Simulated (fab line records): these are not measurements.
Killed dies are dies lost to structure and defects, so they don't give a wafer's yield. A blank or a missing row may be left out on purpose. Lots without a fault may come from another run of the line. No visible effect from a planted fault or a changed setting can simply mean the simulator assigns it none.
Which tool did it?    flow nand_harc    10 lots with 30 wafers sampled at 6 steps, on a route of 1302 steps

WHAT EACH GAUGE READ, for each wafer
NHARC_THIN_TSV_CD_MEAS_37. Usual: cd_nm 4998.2 nm, standard deviation 2.7.
lot   measured      on         cd_nm (nm)            flag
L657  day 24 14:17  cd_sem-02  5000.7 4999.0 4998.9  
L659  day 24 07:32  cd_sem-01  4996.1 4994.3 4996.7  
L658  day 24 15:22  cd_sem-03  4995.6 4996.6 4999.4  
L660  day 25 08:25  cd_sem-03  4999.5 4995.4 4999.3  
L661  day 25 09:36  cd_sem-02  4997.0 5000.2 5000.6  
L664  day 26 14:49  cd_sem-03  4996.9 4998.7 5000.1  
L668  day 28 16:59  cd_sem-01  4998.3 4997.2 4999.7  
L672  day 29 17:04  cd_sem-01  4998.5 5000.3 4999.9  
L675  day 32 10:04  cd_sem-02  4997.0 5000.9 4997.5  
L678  day 32 20:34  cd_sem-02  4997.2 4998.4 4995.0  

NHARC_END_WLT_00. Usual: VT_DECK1_BOTTOM 0.872, standard deviation 0.0079; VT_DECK1_BOTTOM_INNER 0.871, standard deviation 0.0077; VT_DECK1_MEDIAN_NEAR_BOTTOM 0.873, standard deviation 0.0076; VT_DECK1_MEDIAN_NEAR_BOTTOM_INNER 0.873, standard deviation 0.0073; VT_DECK1_MIDDLE 0.885, standard deviation 0.0074; VT_DECK1_MIDDLE_INNER 0.884, standard deviation 0.0074; VT_DECK1_TOP 0.897, standard deviation 0.008; VT_DECK1_TOP_INNER 0.896, standard deviation 0.0076; VT_DECK2_BOTTOM 0.869, standard deviation 0.0069; VT_DECK2_BOTTOM_INNER 0.869, standard deviation 0.0069; VT_DECK2_MEDIAN_NEAR_BOTTOM 0.870, standard deviation 0.0077; VT_DECK2_MEDIAN_NEAR_BOTTOM_INNER 0.871, standard deviation 0.0071; VT_DECK2_MIDDLE 0.884, standard deviation 0.0071; VT_DECK2_MIDDLE_INNER 0.884, standard deviation 0.007; VT_DECK2_TOP 0.896, standard deviation 0.0072; VT_DECK2_TOP_INNER 0.896, standard deviation 0.0068.
lot   measured      on         VT_DECK1_BOTTOM                      VT_DECK1_BOTTOM_INNER                VT_DECK1_MEDIAN_NEAR_BOTTOM          VT_DECK1_MEDIAN_NEAR_BOTTOM_INNER    VT_DECK1_MIDDLE                      VT_DECK1_MIDDLE_INNER                VT_DECK1_TOP                         VT_DECK1_TOP_INNER                   VT_DECK2_BOTTOM                      VT_DECK2_BOTTOM_INNER                VT_DECK2_MEDIAN_NEAR_BOTTOM          VT_DECK2_MEDIAN_NEAR_BOTTOM_INNER    VT_DECK2_MIDDLE                      VT_DECK2_MIDDLE_INNER                VT_DECK2_TOP                         VT_DECK2_TOP_INNER                   flag
L657  day 24 18:59  prober-01  0.862 0.858 0.853                    0.854 0.849 0.861                    0.859 0.852 0.865                    0.852 0.856 0.864                    0.873 0.865 0.868                    0.871 0.868 0.871                    0.877 0.876 0.886                    0.875 0.883 0.880                    0.873 0.870 0.870                    0.874 0.877 0.872                    0.862 0.883 0.878                    0.870 0.886 0.872                    0.897 0.894 0.894                    0.889 0.888 0.885                    0.900 0.905 0.896                    0.898 0.903 0.899                    
L659  day 24 13:13  prober-02  0.871 0.868 0.865                    0.871 0.866 0.865                    0.872 0.866 0.869                    0.872 0.861 0.875                    0.882 0.876 0.888                    0.874 0.891 0.881                    0.893 0.883 0.887                    0.888 0.886 0.885                    0.870 0.856 0.873                    0.872 0.861 0.859                    0.878 0.870 0.874                    0.876 0.866 0.867                    0.885 0.884 0.884                    0.888 0.885 0.877                    0.897 0.898 0.893                    0.894 0.891 0.894                    
L658  day 24 20:59  prober-02  0.876 0.860 0.864                    0.863 0.864 0.853                    0.869 0.862 0.875                    0.865 0.864 0.866                    0.875 0.883 0.882                    0.882 0.871 0.873                    0.883 0.882 0.887                    0.886 0.883 0.877                    0.875 0.870 0.874                    0.871 0.873 0.864                    0.875 0.864 0.875                    0.879 0.879 0.866                    0.885 0.883 0.883                    0.884 0.886 0.880                    0.903 0.898 0.905                    0.906 0.890 0.894                    
L660  day 25 15:43  prober-01  0.865 0.872 0.875                    0.870 0.879 0.870                    0.866 0.885 0.874                    0.874 0.887 0.876                    0.885 0.886 0.884                    0.882 0.890 0.888                    0.899 0.894 0.898                    0.891 0.897 0.896                    0.869 0.867 0.866                    0.877 0.859 0.866                    0.871 0.860 0.861                    0.868 0.871 0.869                    0.883 0.876 0.884                    0.882 0.871 0.885                    0.896 0.902 0.892                    0.900 0.889 0.902                    
L661  day 25 15:14  prober-02  1.007 1.003 1.004 0.995 1.008 1.003  0.996 1.005 1.003 0.997 1.003 0.999  1.000 1.008 1.005 1.002 1.014 1.003  0.997 1.003 1.007 1.004 1.015 1.006  1.019 1.023 1.024 1.009 1.025 1.020  1.012 1.017 1.022 1.021 1.012 1.018  1.034 1.032 1.035 1.034 1.036 1.039  1.035 1.034 1.033 1.031 1.033 1.030  0.986 0.987 0.998 1.001 0.992 0.996  0.983 0.995 0.995 0.992 0.988 0.995  0.985 0.991 0.996 0.995 0.998 0.994  0.987 1.006 0.992 0.993 0.994 0.990  1.012 1.014 1.017 1.013 1.012 1.011  1.006 1.017 1.008 1.010 1.009 1.012  1.026 1.023 1.036 1.029 1.030 1.030  1.018 1.037 1.040 1.024 1.024 1.032  OFF
L664  day 26 21:22  prober-01  0.872 0.871 0.878                    0.868 0.866 0.879                    0.874 0.867 0.872                    0.879 0.870 0.881                    0.887 0.880 0.887                    0.890 0.879 0.878                    0.888 0.886 0.893                    0.892 0.895 0.897                    0.880 0.882 0.880                    0.878 0.887 0.873                    0.873 0.888 0.876                    0.876 0.882 0.876                    0.892 0.895 0.891                    0.899 0.898 0.894                    0.907 0.901 0.900                    0.905 0.902 0.902                    
L668  day 28 23:22  prober-02  1.002 1.006 1.002 1.002 0.988 0.992  1.000 0.999 1.002 1.007 1.000 0.996  0.999 0.996 0.995 1.005 0.998 1.003  1.003 0.997 1.005 1.006 1.001 1.002  1.022 1.013 1.013 1.018 1.018 1.018  1.017 1.015 1.024 1.022 1.018 1.022  1.030 1.034 1.029 1.024 1.035 1.035  1.037 1.027 1.034 1.032 1.037 1.029  0.990 0.991 0.999 0.998 1.002 0.994  0.993 0.998 1.000 0.984 0.992 0.992  0.987 0.992 0.990 0.992 0.997 0.999  0.993 1.005 1.001 0.995 1.003 1.004  1.014 1.007 1.016 1.020 1.004 1.018  1.010 1.010 1.011 1.018 1.019 1.026  1.037 1.035 1.035 1.031 1.024 1.038  1.039 1.037 1.026 1.033 1.028 1.035  OFF
L672  day 29 19:49  prober-01  0.862 0.884 0.870                    0.864 0.878 0.884                    0.874 0.878 0.878                    0.881 0.877 0.878                    0.888 0.888 0.891                    0.883 0.890 0.893                    0.908 0.902 0.904                    0.893 0.908 0.915                    0.870 0.876 0.874                    0.883 0.875 0.866                    0.880 0.864 0.878                    0.881 0.879 0.870                    0.891 0.891 0.889                    0.881 0.885 0.899                    0.906 0.902 0.895                    0.906 0.898 0.905                    
L675  day 32 14:47  prober-01  0.851 0.857 0.870                    0.858 0.858 0.867                    0.854 0.866 0.873                    0.860 0.853 0.870                    0.872 0.870 0.873                    0.872 0.870 0.881                    0.894 0.898 0.892                    0.892 0.890 0.896                    0.876 0.876 0.882                    0.872 0.874 0.874                    0.886 0.886 0.880                    0.877 0.881 0.873                    0.889 0.887 0.894                    0.886 0.895 0.891                    0.905 0.901 0.911                    0.906 0.904 0.903                    
L678  day 33 01:38  prober-02  0.867 0.888 0.867                    0.873 0.892 0.872                    0.874 0.889 0.871                    0.872 0.875 0.868                    0.888 0.897 0.890                    0.889 0.894 0.877                    0.906 0.913 0.907                    0.905 0.895 0.900                    0.861 0.868 0.867                    0.860 0.875 0.858                    0.864 0.873 0.867                    0.867 0.867 0.865                    0.882 0.888 0.881                    0.886 0.879 0.881                    0.901 0.898 0.898                    0.891 0.895 0.892                    

NHARC_END_SORT_01. Usual: killed_at_array 55, standard deviation 23; killed_at_other 1.0, standard deviation 1.2; killed_at_periphery 3.2, standard deviation 2.7; killed_dies 59, standard deviation 23; killed_open 3.1, standard deviation 1.6; killed_short 2.2, standard deviation 1.5.
lot   measured      on         killed_at_array  killed_at_other  killed_at_periphery  killed_dies  killed_open  killed_short  flag
L657  day 24 21:58  prober-01  41 41 41         0 0 0            0 3 4                41 44 45     4 5 4        3 1 3         
L659  day 24 16:30  prober-02  27 17 17         0 0 0            5 8 5                32 25 22     4 3 1        3 4 3         
L658  day 25 00:15  prober-02  112 116 117      0 0 3            3 1 2                115 117 122  4 2 5        1 1 2         
L660  day 25 19:35  prober-01  59 72 75         1 0 0            5 3 2                65 75 77     4 4 4        0 1 4         
L661  day 26 05:54  prober-02  25 18 25         2 1 2            1 0 1                28 19 28     2 3 2        0 1 2         
L664  day 27 00:41  prober-01  39 34 30         0 1 0            4 2 5                43 37 35     2 4 3        5 3 2         
L668  day 29 12:17  prober-02  100 86 96        3 2 2            3 2 2                106 90 100   5 6 3        1 2 0         
L672  day 29 22:45  prober-01  46 51 38         4 2 4            1 1 1                51 54 43     5 3 2        1 3 1         
L675  day 32 17:45  prober-01  84 81 65         0 1 0            3 1 0                87 83 65     3 3 2        2 0 2         
L678  day 33 04:57  prober-02  68 48 45         0 0 1            1 0 3                69 48 49     4 4 1        3 1 1         

TOOL THAT RAN EACH LOT (tool first, then ch and the chambers of the sampled wafers, then the start)
lot   NHARC_P_STI_PRECLEAN_32              NHARC_THIN_TSV_STRIP_62               NHARC_THIN_TSV_PVD_51
L657  wet_bench-07 ch 1,6,7, day 2 22:04   plasma_asher-02 ch 0,1, day 24 09:34  pvd_sputter-01, day 24 14:17 or earlier
L659  wet_bench-07 ch 0,6,7, day 3 17:01   plasma_asher-02 ch 0,1, day 24 02:47  pvd_sputter-03, day 24 07:32 or earlier
L658  wet_bench-07 ch 0,6,7, day 3 17:11   plasma_asher-01 ch 0, day 24 10:38    pvd_sputter-03, day 24 15:22 or earlier
L660  wet_bench-07 ch 0,1,5, day 4 01:05   plasma_asher-01 ch 0,1, day 25 03:47  pvd_sputter-01, day 25 08:25 or earlier
L661  wet_bench-07 ch 4,5,7, day 4 13:11   plasma_asher-01 ch 0,1, day 25 05:03  pvd_sputter-03, day 25 09:36 or earlier
L664  wet_bench-09 ch 2,3,5, day 5 18:31   plasma_asher-01 ch 1, day 26 10:05    pvd_sputter-01, day 26 14:49 or earlier
L668  wet_bench-07 ch 0,2,3, day 7 12:05   plasma_asher-01 ch 0,1, day 28 12:10  pvd_sputter-03, day 28 16:59 or earlier
L672  wet_bench-09 ch 2,4,7, day 9 03:07   plasma_asher-01 ch 0,1, day 29 12:20  pvd_sputter-02, day 29 17:04 or earlier
L675  wet_bench-02 ch 1,4,5, day 10 07:59  plasma_asher-02 ch 0,1, day 32 05:17  pvd_sputter-02, day 32 10:04 or earlier
L678  wet_bench-09 ch 2,4,5, day 11 15:43  plasma_asher-01 ch 0,1, day 32 15:41  pvd_sputter-03, day 32 20:34 or earlier
- NHARC_P_STI_PRECLEAN_32: cleans in SC1.
- NHARC_THIN_TSV_STRIP_62: strips in N2/H2, time 20 s.
- NHARC_THIN_TSV_PVD_51: deposits Cu, target thk 100 nm.

AS READ BY THE TOOLS THEMSELVES (means over the sampled wafers that have a number; for cases with no such wafer, the mark the record gives instead)
NHARC_P_STI_PRECLEAN_32. Usual: nh4oh_flow_mL_min 28.29, standard deviation 0.088.
lot   tool          nh4oh_flow_mL_min  flag
L657  wet_bench-07  28.30              
L659  wet_bench-07  28.35              
L658  wet_bench-07  28.26              
L660  wet_bench-07  28.31              
L661  wet_bench-07  28.25              
L664  wet_bench-09  28.35              
L668  wet_bench-07  28.31              
L672  wet_bench-09  28.24              
L675  wet_bench-02  28.22              
L678  wet_bench-09  28.31              

NHARC_THIN_TSV_STRIP_62. Usual: drypump_motor_current_A 5.83 A, standard deviation 0.27; heater_power_w 334 W, standard deviation 26; rf_refl_power_W 21 W, standard deviation 7.6.
lot   tool             drypump_motor_current_A (A)  heater_power_w (W)  rf_refl_power_W (W)  flag
L657  plasma_asher-02  6.16                         346                 32                   
L659  plasma_asher-02  5.99                         343                 -                    OFF
L658  plasma_asher-01  5.56                         302                 15                   
L660  plasma_asher-01  5.70                         344                 16                   
L661  plasma_asher-01  5.70                         342                 16                   
L664  plasma_asher-01  5.76                         365                 17                   
L668  plasma_asher-01  5.70                         341                 -                    OFF
L672  plasma_asher-01  5.61                         316                 15                   
L675  plasma_asher-02  5.98                         329                 27                   
L678  plasma_asher-01  5.63                         323                 15                   

NHARC_THIN_TSV_PVD_51. Usual: chamber_pressure_pa 5.002 Pa, standard deviation 0.01; throttle_valve_pct 29.6 %, standard deviation 0.91.
lot   tool            chamber_pressure_pa (Pa)  throttle_valve_pct (%)  flag
L657  pvd_sputter-01  5.004                     29.4                    
L659  pvd_sputter-03  5.004                     29.3                    
L658  pvd_sputter-03  4.999                     29.2                    
L660  pvd_sputter-01  5.010                     30.2                    
L661  pvd_sputter-03  5.008                     29.0                    
L664  pvd_sputter-01  5.011                     30.4                    
L668  pvd_sputter-03  4.993                     29.2                    
L672  pvd_sputter-02  4.995                     30.3                    
L675  pvd_sputter-02  4.988                     30.2                    
L678  pvd_sputter-03  5.001                     29.5                    

THE ANSWER, worked out from the rows above alone
Rule: a lot counts as off when the mean over its wafers that have a number is more than 3 standard deviations away from the usual mean. Also off: a lot with no number at a reading for which 4 or more lots have one. Any other lot the step has rows for is counted as sound. After the gauges, taken in route order, come the tools' own readings; for these a lot's mean is taken, as printed above. The first step at which some lot is off is used, and at that step the reading that is off furthest; a lot without a number counts as furthest.
Off: L661, L668, at NHARC_END_WLT_00 (VT_DECK2_TOP_INNER).
A tool fits if, at a process step before that reading, it ran every lot that is off, and no sound lot after the first of them. Gauges at NHARC_END_WLT_00: tried the same way as those tools. NHARC_THIN_TSV_PVD_51: start missing for some lots; hours and lot order therefore follow NHARC_THIN_TSV_CD_MEAS_37. One fits: wet_bench-07 at NHARC_P_STI_PRECLEAN_32. A fault onset in the window from L660 (day 4 01:05, its last sound lot) to L661 (day 4 13:11, its first lot off) fits.

WHAT THE SIMULATOR PUT IN
Metallic contamination source: wet_bench-07, from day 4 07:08 on, at NHARC_P_STI_PRECLEAN_32. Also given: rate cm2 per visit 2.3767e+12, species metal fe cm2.
Shown lots that were struck: L661, L668. The rule given above showed the same thing.
